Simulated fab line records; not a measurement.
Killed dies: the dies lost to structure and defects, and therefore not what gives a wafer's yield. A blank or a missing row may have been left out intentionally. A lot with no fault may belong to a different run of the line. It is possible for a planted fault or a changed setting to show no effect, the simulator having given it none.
fab line records	flow n5_finfet
record lots=7	wafers=39
route steps=1938 shown FIN_SAQP@96 SD_EPI_N@288 SD_ACTIVATION@330 HKMG_FIN@435 BEOL_M0_SAQP@636
start_h: hours from the record's first day to the start of the lot's first wafer shown	wait_h: hours elapsed since this lot's preceding step	" as in the row above	L1.1+2: one row covering several wafers at once	- value missing, or start not given	* or withheld: withheld	< > ~ a bound
route shown NAME@n: a module of which the file shows steps, and the number in the route of the first	usual: the fault-free wafers' mean and standard deviation	same: alike in all rows	chamber/n: place in a boat	sites: each site's reading	_std_site: the values' standard deviation	_edge_site: inner sites' mean taken away from outer sites' mean	radius_mm: for every site, how far away it sits from the centre of the wafer	mask NAME#n: copy n	behind: the most recent tool/chamber to have shaped the wafer	hold: what put the lot on hold/how long, in hours/how the hold closed	device: names the non-switching transistor (n, p or np)	end of line: the route-end tests of the same wafers	where a step has no rows: the recipe by itself	killed: count of dies lost to structure and defects at first sort (not the wafer's yield)	map: per-die view of a wafer (x killed, . not killed, _ where there is no die)
set.NAME: the run value of the setting; set.NAME@STEP: its run value at that earlier step	model.NAME: the simulator's own value behind a step, which no gauge read
lots where settings were altered on purpose, with a table for each step and a row for each wafer
## steps
# step N5_FIN_SAQP_HM_DEP_03
# recipe material=SiNx	target_thk_a=380	temp_c=400	precursor=SiH4/NH3/N2	pressure_torr=1.5	rf_w=300	time_s=33.6
lot.wafer	tool	chamber	start_h	wait_h	set.time_s	model.SiNx_of_FIN_SAQP_HM_DEP_03.thk_nm
L077.1	pecvd-01	1	39.07	0.2	33.6	37.54
L077.2	"	2	"	"	33.6	36.91
L077.3	"	0	"	"	23.5	26.88
L077.4	"	1	"	"	33.6	38.39
L077.5	"	0	"	"	23.5	27.16
L077.6	"	2	"	"	23.5	26
L083.1	pecvd-02	0	74.96	0.2	33.6	37.48
L083.2	"	2	"	"	33.6	36.82
L083.3	"	1	"	"	33.6	38.08
L083.4	"	1	"	"	33.6	38.65
L083.5	"	2	"	"	33.6	37.97
L083.6	"	0	"	"	33.6	37.74
L088.1	pecvd-03	2	104.29	0.2	22.38	26.04
L088.2+4	"	0	"	"	33.6	38.26
L088.3	"	1	"	"	22.38	25.81
L088.5	"	2	"	"	22.38	26.11
L088.6	"	1	"	"	33.6	38.95
L089.1	pecvd-02	2	112.26	0.2	33.6	37.29
L089.2	"	0	"	"	33.6	37.12
L089.3	"	1	"	"	33.6	37.99
L089.4	"	2	"	"	33.6	38.39
L089.5	"	1	"	"	33.6	38.87
L089.6	"	0	"	"	33.6	37.7
L094.1	pecvd-03	1	140.50	0.2	33.6	38.55
L094.2	"	0	"	"	33.6	37.81
L094.3	"	2	"	"	42.4	47.83
L094.4	"	0	"	"	33.6	38.04
L094.5	"	2	"	"	42.4	48.57
L094.6	"	1	"	"	42.4	48.19
L095.4	pecvd-01	1	148.71	0.1	33.6	37.55
L095.5+6	"	2,0	"	"	33.6	37.04
L097.1	pecvd-01	1	159.75	0.2	33.6	36.77
L097.2	"	2	"	"	45.63	49.55
L097.3	"	0	"	"	33.6	36.71
L097.4	"	2	"	"	33.6	36.62
L097.5	"	1	"	"	45.63	51.09
L097.6	"	0	"	"	45.63	51.23
# step N5_FIN_SAQP_THK_MEAS_05
# usual thk_nm=37.8/0.66
lot.wafer	tool	chamber	start_h	wait_h	set.time_s@FIN_SAQP_HM_DEP_03	thk_nm
L077.1	film_metro-01	-	39.15	0.1	33.6	37.5
L077.2	"	-	"	"	33.6	36.9
L077.3	"	-	"	"	23.5	26.8
L077.4	"	-	"	"	33.6	38.3
L077.5	"	-	"	"	23.5	27.2
L077.6	"	-	"	"	23.5	26.1
L083.1	film_metro-01	-	75.05	0.1	33.6	37.5
L083.2	"	-	"	"	33.6	36.8
L083.3	"	-	"	"	33.6	38.1
L083.4	"	-	"	"	33.6	38.6
L083.5	"	-	"	"	33.6	38.0
L083.6	"	-	"	"	33.6	37.7
L088.1	film_metro-02	-	104.37	0.1	22.38	26.1
L088.2	"	-	"	"	33.6	38.3
L088.3	"	-	"	"	22.38	25.8
L088.4	"	-	"	"	33.6	38.2
L088.5	"	-	"	"	22.38	26.1
L088.6	"	-	"	"	33.6	39.0
L089.1	film_metro-01	-	112.34	0.1	33.6	37.3
L089.2	"	-	"	"	33.6	37.1
L089.3	"	-	"	"	33.6	38.0
L089.4	"	-	"	"	33.6	38.4
L089.5	"	-	"	"	33.6	38.8
L089.6	"	-	"	"	33.6	37.8
L094.1	film_metro-01	-	140.59	0.1	33.6	38.5
L094.2	"	-	"	"	33.6	37.8
L094.3	"	-	"	"	42.4	47.8
L094.4	"	-	"	"	33.6	38.0
L094.5	"	-	"	"	42.4	48.6
L094.6	"	-	"	"	42.4	48.2
L095.4	film_metro-02	-	148.77	0.0	33.6	37.5
L095.5	"	-	"	"	33.6	37.1
L095.6	"	-	"	"	33.6	37.0
L097.1	film_metro-01	-	159.84	0.1	33.6	36.8
L097.2	"	-	"	"	45.63	49.6
L097.3	"	-	"	"	33.6	36.7
L097.4	"	-	"	"	33.6	36.7
L097.5	"	-	"	"	45.63	51.1
L097.6	"	-	"	"	45.63	51.3
# step N5_FIN_SAQP_PECVD_47
# recipe material=a-Si	target_thk_a=450	temp_c=400	precursor=SiH4/He	pressure_torr=3	rf_w=100	time_s=36.3
# step N5_FIN_SAQP_PECVD_48
# recipe material=SiNx	target_thk_a=250	temp_c=400	precursor=SiH4/NH3/N2	pressure_torr=1.5	rf_w=300	time_s=22.1
# step N5_FIN_SAQP_MANDREL2_REMOVE_60
# recipe chemistry=HBr/Cl2/O2	bt_time_s=10	target=a-Si	stop_on=SiNx	endpoint=OES-SiCl	over_etch_frac=1	icp_w=600	bias_w=22	HBr_flow_sccm=150	Cl2_flow_sccm=80	O2_flow_sccm=5	pressure_mtorr=10
# step N5_FIN_SAQP_HM_OPEN_33
# recipe chemistry=CH3F/O2	target=SiNx	mask_material=SiO2	target_depth_a=494	time_s=70.6	pressure_mtorr=30	source_w=395	bias_w=73	Ar_flow_sccm=150	CH3F_flow_sccm=30	O2_flow_sccm=20	ion_energy_ev=120	ends=cleared
# usual etch_rf_on_time_s=69.6/2
lot.wafer	tool	chamber	start_h	wait_h	set.time_s@FIN_SAQP_HM_DEP_03	etch_rf_on_time_s	model.etch.depth_nm
L077.1	rie_diel-02	0	44.68	0.1	33.6	70.5	36.69
L077.2	"	2	"	"	33.6	67.5	36.29
L077.3	"	3	"	"	23.5	48.6	26.2
L077.4	"	3	"	"	33.6	69.5	37.68
L077.5	"	0	"	"	23.5	51.5	26.45
L077.6	"	2	"	"	23.5	47.3	25.33
L083.1	rie_diel-01	0	79.39	0.0	33.6	70.7	36.58
L083.2	"	2	"	"	33.6	66.0	36.19
L083.3	"	3	"	"	33.6	67.9	37.46
L083.4	"	1	"	"	33.6	70.8	37.99
L083.5	"	2	"	"	33.6	68.5	37.34
L083.6	"	1	"	"	33.6	69.1	37.11
L088.1	rie_diel-02	3	108.69	0.0	22.38	46.5	25.36
L088.2	"	1	"	"	33.6	72.5	37.63
L088.3	"	0	"	"	22.38	48.9	25.18
L088.4	"	0	"	"	33.6	72.6	37.58
L088.5	"	3	"	"	22.38	46.5	25.44
L088.6	"	1	"	"	33.6	73.1	38.26
L089.1	rie_diel-02	1	117.15	0.1	33.6	69.0	36.58
L089.2	"	0	"	"	33.6	70.2	36.45
L089.3	"	2	"	"	33.6	68.1	37.14
L089.4	"	3	"	"	33.6	69.0	37.77
L089.5	"	0	"	"	33.6	73.5	38.19
L089.6	"	3	"	"	33.6	67.3	36.99
L094.1	rie_diel-02	0	146.35	0.1	33.6	72.5	37.93
L094.2	"	1	"	"	33.6	70.1	37.18
L094.3	"	2	"	"	42.4	83.7	47.14
L094.4	"	2	"	"	33.6	67.3	37.37
L094.5	"	0	"	"	42.4	91.7	47.94
L094.6	"	1	"	"	42.4	89.7	47.51
L095.4	rie_diel-03	1	153.74	0.0	33.6	68.4	36.92
L095.5	"	1	"	"	33.6	67.6	36.42
L095.6	"	0	"	"	33.6	70.4	36.33
L097.1	rie_diel-02	3	164.22	0.0	33.6	65.5	36.12
L097.2	"	0	"	"	45.63	93.2	48.65
L097.3	"	2	"	"	33.6	64.2	36.08
L097.4	"	1	"	"	33.6	67.4	35.99
L097.5	"	2	"	"	45.63	89.3	50.18
L097.6	"	3	"	"	45.63	92.6	50.58
# step N5_SD_EPI_N_EPI_21
# recipe material=Si:P	dopant=P	temp_c=680	pressure_torr=255	time_s=690
lot.wafer	tool	chamber	start_h	wait_h	set.time_s	model.Si-P_of_SD_EPI_N_EPI_21.thk_nm
L077.1	epi_rpcvd-04	0	69.79	0.1	879.3	70.8
L077.2	"	0	"	"	690	59.4
L077.3	"	0	"	"	879.3	70.4
L077.4	"	0	"	"	879.3	70.6
L077.5	"	0	"	"	690	59.2
L077.6	"	0	"	"	690	59.6
L083.1	epi_rpcvd-02	0	104.72	0.1	690	59.2
L083.2	"	0	"	"	690	59.8
L083.3+6	"	0	"	"	690	59.6
L083.4	"	0	"	"	690	59
L083.5	"	0	"	"	690	59.4
L088.1+6	epi_rpcvd-03	0	134.37	0.2	524.4	47.8
L088.2	"	0	"	"	690	59
L088.3	"	0	"	"	524.4	48
L088.4+5	"	0	"	"	690	58.6
L089.1	epi_rpcvd-02	0	141.48	0.2	1017	78
L089.2	"	0	"	"	690	59
L089.3	"	0	"	"	1017	77.8
L089.4	"	0	"	"	690	58.8
L089.5	"	0	"	"	1017	77.6
L089.6	"	0	"	"	690	59.4
L094.1	epi_rpcvd-04	0	170.95	0.1	690	59.6
L094.2+4+5	"	0	"	"	291.2	27
L094.3	"	0	"	"	690	60
L094.6	"	0	"	"	690	58.8
L095.4	epi_rpcvd-03	0	181.70	1.2	690	59.8
L095.5+6	"	0	"	"	690	59.4
L097.1+3	epi_rpcvd-03	0	190.25	0.2	690	59.2
L097.2	"	0	"	"	690	59
L097.4	"	0	"	"	289.8	26.8
L097.5	"	0	"	"	289.8	27
L097.6	"	0	"	"	289.8	26.6
# step N5_SD_EPI_N_EPI_MEAS_23
# recipe mode=xrd
# usual thk_nm=59.2/1.2
lot.wafer	tool	chamber	start_h	wait_h	set.time_s@SD_EPI_N_EPI_21	thk_nm
L077.1	film_metro-01	-	71.50	1.4	879.3	70.9
L077.2	"	-	"	"	690	57.2
L077.3	"	-	"	"	879.3	70.5
L077.4	"	-	"	"	879.3	70.3
L077.5	"	-	"	"	690	59.7
L077.6	"	-	"	"	690	60.5
L083.1	film_metro-01	-	106.43	1.4	690	60.5
L083.2	"	-	"	"	690	60.9
L083.3	"	-	"	"	690	60.6
L083.4	"	-	"	"	690	59.4
L083.5	"	-	"	"	690	59.5
L083.6	"	-	"	"	690	59.2
L088.1	film_metro-01	-	136.65	1.9	524.4	48.7
L088.2	"	-	"	"	690	58.2
L088.3	"	-	"	"	524.4	49.0
L088.4	"	-	"	"	690	60.4
L088.5	"	-	"	"	690	57.5
L088.6	"	-	"	"	524.4	48.3
L089.1	film_metro-01	-	143.76	1.9	1017	77.4
L089.2	"	-	"	"	690	58.6
L089.3	"	-	"	"	1017	79.3
L089.4	"	-	"	"	690	57.5
L089.5	"	-	"	"	1017	78.0
L089.6	"	-	"	"	690	60.2
L094.1	film_metro-01	-	172.69	1.5	690	59.7
L094.2	"	-	"	"	291.2	27.8
L094.3	"	-	"	"	690	60.9
L094.4	"	-	"	"	291.2	27.0
L094.5	"	-	"	"	291.2	26.3
L094.6	"	-	"	"	690	60.4
L095.4	film_metro-02	-	182.86	0.8	690	59.9
L095.5	"	-	"	"	690	59.6
L095.6	"	-	"	"	690	59.2
L097.1	film_metro-02	-	192.55	1.9	690	57.2
L097.2	"	-	"	"	690	60.0
L097.3	"	-	"	"	690	59.5
L097.4	"	-	"	"	289.8	28.3
L097.5	"	-	"	"	289.8	26.6
L097.6	"	-	"	"	289.8	27.3
# step N5_SD_EPI_N_PRECLEAN_24
# recipe chemistry=O3/DIW	time_s=60	temp_c=22	o3_ppm=10
lot.wafer	tool	chamber	start_h	wait_h	set.time_s@SD_EPI_N_EPI_21	model.Si-P_of_SD_EPI_N_EPI_21.thk_nm
L077.1	wet_bench-05	3	71.54	0.0	879.3	70.4
L077.2	"	7	"	"	690	59
L077.3	"	0	"	"	879.3	69.8
L077.4	"	1	"	"	879.3	70.2
L077.5	"	2	"	"	690	58.8
L077.6	"	4	"	"	690	59.2
L083.1	wet_bench-02	2	106.47	0.0	690	58.8
L083.2	"	0	"	"	690	59.4
L083.3+6	"	6,3	"	"	690	59.2
L083.4	"	1	"	"	690	58.6
L083.5	"	7	"	"	690	59
L088.1+6	wet_bench-02	7,6	136.68	0.0	524.4	47.4
L088.2	"	4	"	"	690	58.6
L088.3	"	5	"	"	524.4	47.8
L088.4+5	"	0,3	"	"	690	58.2
L089.1	wet_bench-01	2	143.79	0.0	1017	77.6
L089.2	"	3	"	"	690	58.6
L089.3	"	7	"	"	1017	77.2
L089.4	"	4	"	"	690	58.4
L089.5	"	5	"	"	1017	77
L089.6	"	6	"	"	690	59
L094.1	wet_bench-02	3	173.00	0.3	690	59.2
L094.2+4+5	"	1,6,2	"	"	291.2	26.8
L094.3	"	7	"	"	690	59.6
L094.6	"	0	"	"	690	58.4
L095.4	wet_bench-01	0	182.89	0.0	690	59.4
L095.5+6	"	1,7	"	"	690	59
L097.1+3	wet_bench-01	5,3	192.59	0.0	690	58.8
L097.2	"	0	"	"	690	58.6
L097.4	"	4	"	"	289.8	26.6
L097.5	"	1	"	"	289.8	26.8
L097.6	"	2	"	"	289.8	26.4
# step N5_SD_EPI_N_SRD_25
# recipe time_s=30	temp_c=23	rinse_liquid=diw	dry=ipa_marangoni
# step N5_SD_EPI_N_PRECLEAN_49
# recipe chemistry=NF3:NH3	afs_cycles=1	temp_c=30	time_s=20	sublimation_temp_c=180	sublimation_time_s=60	pressure_torr=3	rf_power_w=30
# step N5_SD_ACTIVATION_RTA_00
# recipe temp_c=975	time_s=0	ambient=N2	idle_temp_c=600	ramp_up_c_per_s=150	ramp_down_c_per_s=60	cool_to_c=600
# step N5_SD_ACTIVATION_LSA_01
# recipe temp_c=1080	time_s=0.0008	ambient=N2
# step N5_SD_ACTIVATION_RS_MEAS_03
# recipe thk_meas_gauge=four-point-probe
# usual RS_SD_N=21.92/0.29	RS_SD_P=56.4/0.86
lot.wafer	tool	chamber	start_h	wait_h	set.time_s@SD_EPI_N_EPI_21	RS_SD_N[ohm/sq]	RS_SD_P[ohm/sq]
L077.1	film_metro-02	-	77.09	0.2	879.3	18.24	55.6
L077.2	"	-	"	"	690	22.02	56.6
L077.3	"	-	"	"	879.3	18.53	56.2
L077.4	"	-	"	"	879.3	18.41	56.0
L077.5	"	-	"	"	690	21.81	55.4
L077.6	"	-	"	"	690	21.73	55.6
L083.1	film_metro-02	-	112.89	0.2	690	22.06	57.0
L083.2	"	-	"	"	690	21.50	57.1
L083.3	"	-	"	"	690	21.80	57.2
L083.4	"	-	"	"	690	22.20	56.1
L083.5	"	-	"	"	690	21.99	56.3
L083.6	"	-	"	"	690	21.85	57.3
L088.1	film_metro-02	-	141.87	0.2	524.4	26.88	54.7
L088.2	"	-	"	"	690	21.78	54.6
L088.3	"	-	"	"	524.4	26.62	54.2
L088.4	"	-	"	"	690	22.00	53.7
L088.5	"	-	"	"	690	21.95	54.6
L088.6	"	-	"	"	524.4	27.07	54.8
L089.1	film_metro-02	-	149.11	0.2	1017	16.42	57.9
L089.2	"	-	"	"	690	21.98	57.3
L089.3	"	-	"	"	1017	16.48	57.7
L089.4	"	-	"	"	690	21.98	56.7
L089.5	"	-	"	"	1017	16.62	57.3
L089.6	"	-	"	"	690	21.98	57.3
L094.1	film_metro-02	-	179.59	0.2	690	21.45	56.8
L094.2	"	-	"	"	291.2	47.95	56.6
L094.3	"	-	"	"	690	21.59	56.3
L094.4	"	-	"	"	291.2	47.78	55.5
L094.5	"	-	"	"	291.2	47.38	55.6
L094.6	"	-	"	"	690	21.92	54.7
L095.4	film_metro-01	-	188.91	0.1	690	21.58	55.5
L095.5	"	-	"	"	690	21.68	55.1
L095.6	"	-	"	"	690	21.78	55.9
L097.1	film_metro-02	-	198.82	0.2	690	21.85	58.0
L097.2	"	-	"	"	690	22.12	56.6
L097.3	"	-	"	"	690	21.83	57.7
L097.4	"	-	"	"	289.8	48.99	57.5
L097.5	"	-	"	"	289.8	48.42	56.9
L097.6	"	-	"	"	289.8	48.88	57.1
# step N5_HKMG_FIN_ETCH_32
# recipe chemistry=N2/H2	target=SOC	target_depth_a=2400	temp_c=40	time_s=300	ion_energy_ev=200	mask_material=SiARC	pressure_mtorr=30	source_w=840	bias_w=150	n2_flow_sccm=200	h2_flow_sccm=200
lot.wafer	tool	chamber	start_h	wait_h	set.target_depth_a	model.HKMG_FIN.feature_depth_nm	model.etch.depth_nm	model.SiARC_of_HKMG_FIN_COAT_30.thk_nm
L077.1	rie_diel-02	2	93.36	0.0	988.8	102.8	102.8	29
L077.2	"	0	"	"	2400	231.2	231.3	21.6
L077.3	"	3	"	"	2400	250.4	250.5	20
L077.4	"	3	"	"	988.8	103.8	103.8	28.8
L077.5	"	2	"	"	988.8	103.2	103.1	29.2
L077.6	"	0	"	"	2400	234	234	21.6
L083.1	rie_diel-01	3	129.95	0.0	2400	245.2	245.2	20.6
L083.2	"	2	"	"	2400	244.8	244.7	22.2
L083.3	"	0	"	"	2400	220	220	22.2
L083.4	"	1	"	"	2400	228.4	228.3	22
L083.5	"	3	"	"	2400	246	246	20.6
L083.6	"	2	"	"	2400	243.4	243.3	22.2
L088.1	rie_diel-03	3	158.81	0.0	2400	238.4	238.4	21.4
L088.2	"	1	"	"	2400	237.8	237.7	21.4
L088.3	"	2	"	"	3254	311.8	311.9	16.8
L088.4	"	0	"	"	2400	223	222.9	22
L088.5	"	3	"	"	3254	322	322.1	16.4
L088.6	"	2	"	"	3254	310	310	17
L089.1	rie_diel-02	2	165.26	0.0	2400	254.8	254.9	20.8
L089.2	"	3	"	"	1602	168	168	25.2
L089.3	"	0	"	"	1602	154.6	154.6	26.2
L089.4	"	1	"	"	1602	155.8	155.7	25.8
L089.5	"	2	"	"	2400	257	257	20.4
L089.6	"	1	"	"	2400	232.6	232.6	21.2
L094.1	rie_diel-01	3	197.41	0.0	2400	254.2	254.2	20
L094.2	"	2	"	"	2916	293	293	19.4
L094.3	"	1	"	"	2916	276.2	276.3	19
L094.4	"	0	"	"	2400	218.2	218.2	22.2
L094.5	"	1	"	"	2400	229.4	229.3	21.8
L094.6	"	0	"	"	2916	264.2	264.2	19.2
L095.4	rie_diel-02	0	207.40	0.0	2400	231.4	231.5	21.4
L095.5	"	0	"	"	2400	233.4	233.4	21.4
L095.6	"	1	"	"	2400	236.8	236.7	20.8
L097.1	rie_diel-03	2	215.29	0.0	2400	225	225.1	21.8
L097.2	"	1	"	"	2400	250	250.1	20.4
L097.3	"	3	"	"	3817	377.8	377.9	13.2
L097.4	"	2	"	"	3817	359.6	359.5	13.8
L097.5	"	1	"	"	2400	249.8	249.8	20.6
L097.6	"	3	"	"	3817	379.6	379.5	13
# step N5_BEOL_M0_SAQP_PECVD_96
# recipe material=a-Si	target_thk_a=450	temp_c=350	precursor=SiH4/He	pressure_torr=3	rf_w=100	time_s=45.2
lot.wafer	tool	chamber	start_h	wait_h	set.time_s	model.a-Si_of_BEOL_M0_SAQP_PECVD_96.thk_nm
L077.1	pecvd-04	1	125.69	0.0	45.2	45.2
L077.2	"	0	"	"	29.06	30.4
L077.3	"	2	"	"	29.06	29.4
L077.4	"	0	"	"	29.06	30.8
L077.5	"	1	"	"	45.2	45.4
L077.6	"	2	"	"	45.2	46.4
L083.1+2	pecvd-03	1,2	161.28	0.0	45.2	44.6
L083.3	"	0	"	"	22	21.2
L083.4	"	1	"	"	22	21.8
L083.5	"	0	"	"	22	22
L083.6	"	2	"	"	45.2	44.8
L088.1	pecvd-04	2	187.42	0.0	45.2	45.4
L088.2	"	1	"	"	45.2	43.4
L088.3	"	0	"	"	69.95	69.4
L088.4	"	1	"	"	69.95	69.2
L088.5	"	0	"	"	45.2	46.2
L088.6	"	2	"	"	69.95	71
L089.1	pecvd-03	2	195.37	0.0	45.2	44.2
L089.2	"	1	"	"	61.04	60.6
L089.3	"	0	"	"	61.04	61.4
L089.4	"	0	"	"	45.2	45.6
L089.5	"	2	"	"	45.2	45.4
L089.6	"	1	"	"	61.04	61.2
L094.1	pecvd-04	1	232.30	0.0	45.2	43.8
L094.2+6	"	2,1	"	"	45.2	44.4
L094.3	"	0	"	"	45.2	45.2
L094.4	"	2	"	"	45.2	45.4
L094.5	"	0	"	"	45.2	45.8
L095.4	pecvd-03	1	239.93	0.0	45.2	45.8
L095.5	"	0	"	"	45.2	45.6
L095.6	"	2	"	"	45.2	45.4
L097.1	pecvd-03	0	247.68	0.0	45.2	45.4
L097.2	"	1	"	"	45.2	45.2
L097.3	"	2	"	"	45.2	45
L097.4	"	0	"	"	45.2	45.8
L097.5	"	1	"	"	45.2	46.4
L097.6	"	2	"	"	45.2	45.6
# step N5_BEOL_M0_SAQP_PECVD_97
# recipe material=SiNx	target_thk_a=230	temp_c=350	precursor=SiH4/NH3/N2	pressure_torr=1.5	rf_w=300	time_s=19.9
# step N5_BEOL_M0_SAQP_PECVD_04
# recipe material=a-Si	target_thk_a=600	temp_c=350	precursor=SiH4/He	pressure_torr=3	rf_w=100	time_s=60.2
# step N5_BEOL_M0_SAQP_ETCH_101
# recipe chemistry=CH3F/O2	target=SiNx	mask_material=SiO2	target_depth_a=299	time_s=42.7	pressure_mtorr=30	source_w=395	bias_w=73	Ar_flow_sccm=150	CH3F_flow_sccm=30	O2_flow_sccm=20	ion_energy_ev=120
# step N5_BEOL_M0_SAQP_ETCH_102
# recipe chemistry=CF4	target=SiO2	target_depth_a=40	ion_energy_ev=350	time_s=4.4	pressure_mtorr=10	icp_w=800	bias_w=400	cf4_flow_sccm=80
# step N5_BEOL_M0_SAQP_MANDREL_ETCH_103
# recipe chemistry=HBr/Cl2	target=a-Si	target_depth_a=450	bt_time_s=10	stop_on=SiCN	mask_material=SiO2	over_etch_frac=0.8	time_s=27	pressure_mtorr=10	icp_w=800	bias_w=75	HBr_flow_sccm=150	Cl2_flow_sccm=80	ends=end_point
# usual oes_product_au=0.679/0.012
lot.wafer	tool	chamber	start_h	wait_h	set.time_s@BEOL_M0_SAQP_PECVD_96	oes_product_au	model.etch.depth_nm
L077.1	rie_si-01	1	128.73	0.0	45.2	0.672	45.27
L077.2	"	0	"	"	29.06	0.548	30.35
L077.3	"	3	"	"	29.06	0.554	29.42
L077.4	"	2	"	"	29.06	0.558	30.78
L077.5	"	0	"	"	45.2	0.672	45.35
L077.6	"	1	"	"	45.2	0.675	46.48
L083.1	rie_si-03	2	164.85	0.0	45.2	0.695	44.57
L083.2	"	1	"	"	45.2	0.687	44.55
L083.3	"	3	"	"	22	0.478	21.29
L083.4	"	0	"	"	22	0.470	21.76
L083.5	"	3	"	"	22	0.477	22.08
L083.6	"	2	"	"	45.2	0.694	44.77
L088.1	rie_si-03	1	192.57	0.0	45.2	0.697	45.32
L088.2	"	0	"	"	45.2	0.660	43.49
L088.3	"	2	"	"	69.95	0.907	69.43
L088.4	"	0	"	"	69.95	0.872	69.23
L088.5	"	1	"	"	45.2	0.696	46.15
L088.6	"	2	"	"	69.95	0.917	71.1
L089.1	rie_si-01	1	197.86	0.0	45.2	0.663	44.15
L089.2	"	3	"	"	61.04	0.820	60.52
L089.3	"	0	"	"	61.04	0.803	61.3
L089.4	"	2	"	"	45.2	0.687	45.52
L089.5	"	0	"	"	45.2	0.673	45.43
L089.6	"	3	"	"	61.04	0.821	61.24
L094.1	rie_si-03	3	235.06	0.0	45.2	0.678	43.79
L094.2	"	0	"	"	45.2	0.661	44.45
L094.3	"	2	"	"	45.2	0.696	45.11
L094.4	"	1	"	"	45.2	0.689	45.44
L094.5	"	1	"	"	45.2	0.697	45.84
L094.6	"	0	"	"	45.2	0.660	44.33
L095.4	rie_si-03	1	242.28	0.0	45.2	0.696	45.88
L095.5	"	0	"	"	45.2	0.673	45.59
L095.6	"	3	"	"	45.2	0.693	45.42
L097.1	rie_si-01	2	250.46	0.0	45.2	0.685	45.35
L097.2	"	1	"	"	45.2	0.669	45.21
L097.3	"	0	"	"	45.2	0.663	44.92
L097.4	"	3	"	"	45.2	0.680	45.76
L097.5	"	0	"	"	45.2	0.676	46.4
L097.6	"	3	"	"	45.2	0.687	45.55
## key
split step=N5_FIN_SAQP_HM_DEP_03	setting=time_s	stated=33.6	by=wafer
response step=N5_FIN_SAQP_HM_DEP_03	reading=model.SiNx_of_FIN_SAQP_HM_DEP_03.thk_nm	change=+0.378	per=1%	r=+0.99
response step=N5_FIN_SAQP_THK_MEAS_05	reading=thk_nm	change=*	per=1%	r=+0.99
response step=N5_FIN_SAQP_HM_OPEN_33	reading=etch_rf_on_time_s	change=*	per=1%	r=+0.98
response step=N5_FIN_SAQP_HM_OPEN_33	reading=model.etch.depth_nm	change=+0.376	per=1%	r=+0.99
split step=N5_SD_EPI_N_EPI_21	setting=time_s	stated=690	by=wafer
response step=N5_SD_EPI_N_EPI_21	reading=model.Si-P_of_SD_EPI_N_EPI_21.thk_nm	change=+0.507	per=1%	r=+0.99
response step=N5_SD_EPI_N_EPI_MEAS_23	reading=thk_nm	change=*	per=1%	r=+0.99
response step=N5_SD_EPI_N_PRECLEAN_24	reading=model.Si-P_of_SD_EPI_N_EPI_21.thk_nm	change=+0.503	per=1%	r=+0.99
response step=N5_SD_ACTIVATION_RS_MEAS_03	reading=RS_SD_N	change=-0.344	per=1%	r=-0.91
split step=N5_HKMG_FIN_ETCH_32	setting=target_depth_a	stated=2400	by=wafer
response step=N5_HKMG_FIN_ETCH_32	reading=model.HKMG_FIN.feature_depth_nm	change=+2.3	per=1%	r=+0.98
response step=N5_HKMG_FIN_ETCH_32	reading=model.etch.depth_nm	change=+2.3	per=1%	r=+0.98
response step=N5_HKMG_FIN_ETCH_32	reading=model.SiARC_of_HKMG_FIN_COAT_30.thk_nm	change=-0.133	per=1%	r=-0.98
split step=N5_BEOL_M0_SAQP_PECVD_96	setting=time_s	stated=45.2	by=wafer
response step=N5_BEOL_M0_SAQP_PECVD_96	reading=model.a-Si_of_BEOL_M0_SAQP_PECVD_96.thk_nm	change=+0.449	per=1%	r=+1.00
response step=N5_BEOL_M0_SAQP_MANDREL_ETCH_103	reading=oes_product_au	change=+0.00394	per=1%	r=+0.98
response step=N5_BEOL_M0_SAQP_MANDREL_ETCH_103	reading=model.etch.depth_nm	change=+0.449	per=1%	r=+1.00
